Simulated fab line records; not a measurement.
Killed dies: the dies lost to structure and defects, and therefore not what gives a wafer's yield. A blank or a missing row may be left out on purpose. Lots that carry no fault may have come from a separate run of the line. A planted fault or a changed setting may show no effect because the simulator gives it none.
Comparing a struck lot with a sound one ; flow nand harc ; 16 out of 1302 route steps
Sound: the wafers L857.3, L857.4, L857.5. Struck: wafers L864.1, L864.2 (left out: L864.3, a lot-mate that was not struck); the cause follows at the end.
Per side, at each step with rows, come the tool, then ch with its chambers, and then its first start. Under that, the readings that differ: sound wafers ; struck wafers ; difference of the means ; sigmas: that difference in standard deviations of wafers without a fault.
alike: words and numbers the same on both sides, and readings whose means are apart by under 2 such deviations; not compared: readings that were withheld, readings missing a value for some wafer, numbers with overlapping values and no deviation given by the record, and bounds like >300 which may hide the same value.
A row with sigmas, a row that says differs or no value, or rows on one side alone: a step with any of these is where the two part. Numbers that have no deviation but don't overlap get no sigmas and don't part them. Lack of a reading on every wafer of one side parts them only where that side has two or more wafers.

NHARC_P_START_INSPECT_01:
  sound on defect inspect-01 at day 3 02:02; struck on defect inspect-01 at day 6 00:02
  alike: raw defect count
then, 7 steps without rows for these wafers: NHARC_P_ZERO_WELL_PRECLEAN_00 (cleans in SPM, time 600 s); NHARC_P_ZERO_WELL_SRD_01; NHARC_P_ZERO_WELL_PECVD_02 (deposits SiO2, target thk 10 nm); NHARC_P_ZERO_WELL_DEHYDRATE_03 (time 120 s); NHARC_P_ZERO_WELL_HMDS_04 (time 30 s); NHARC_P_ZERO_WELL_COAT_64 (time 65 s); NHARC_P_ZERO_WELL_COAT_05 (resist thk 600 nm).
NHARC_P_ZERO_WELL_SOFTBAKE_06: time 70 s.
  sound on litho track-03 ch 0, day 3 02:00; struck on litho track-05 ch 0, day 6 00:00
reading;sound;struck;difference;sigmas
heater power total W (W);202.5 202.5 202.6;512.7 520.0;+313.8;+99 or more
then, 4 steps without rows for these wafers: NHARC_P_ZERO_WELL_EBR_07; NHARC_P_ZERO_WELL_EXPOSE_08 (exposes mask P ZERO, target cd 500 nm); NHARC_P_ZERO_WELL_PEB_09 (peb time 80 s); NHARC_P_ZERO_WELL_DEVELOP_10 (time 50 s).
NHARC_P_ZERO_WELL_CD_MEAS_11 targets a cd of 500 nm.
  sound on cd sem-01 ch 0, day 3 03:19; struck on cd sem-03 ch 0, day 6 01:13
reading;sound;struck;difference;sigmas
cd nm (nm);500.9 498.9 499.6;484.0 480.7;-17.4;-8
then, 1 step without rows for these wafers: NHARC_P_ZERO_WELL_HARDBAKE_12 (time 65 s).
-- record jumps: 23 days between struck wafers' starts before vs after; left off in module P_ZERO_WELL, resumes in module END, first step shown is number 1302 of the route --
NHARC_END_SORT_01:
  here the record holds rows for the struck wafers (prober-01 ch 0, day 28 17:29) but none for the sound ones

WHERE THEY PART
At NHARC_P_ZERO_WELL_SOFTBAKE_06 first; at NHARC_END_SORT_01 last (within this record only).

WHY: the cause the simulator had injected
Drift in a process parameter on litho track-05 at NHARC_P_ZERO_WELL_SOFTBAKE_06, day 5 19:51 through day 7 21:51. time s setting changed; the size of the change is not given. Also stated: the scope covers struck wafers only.
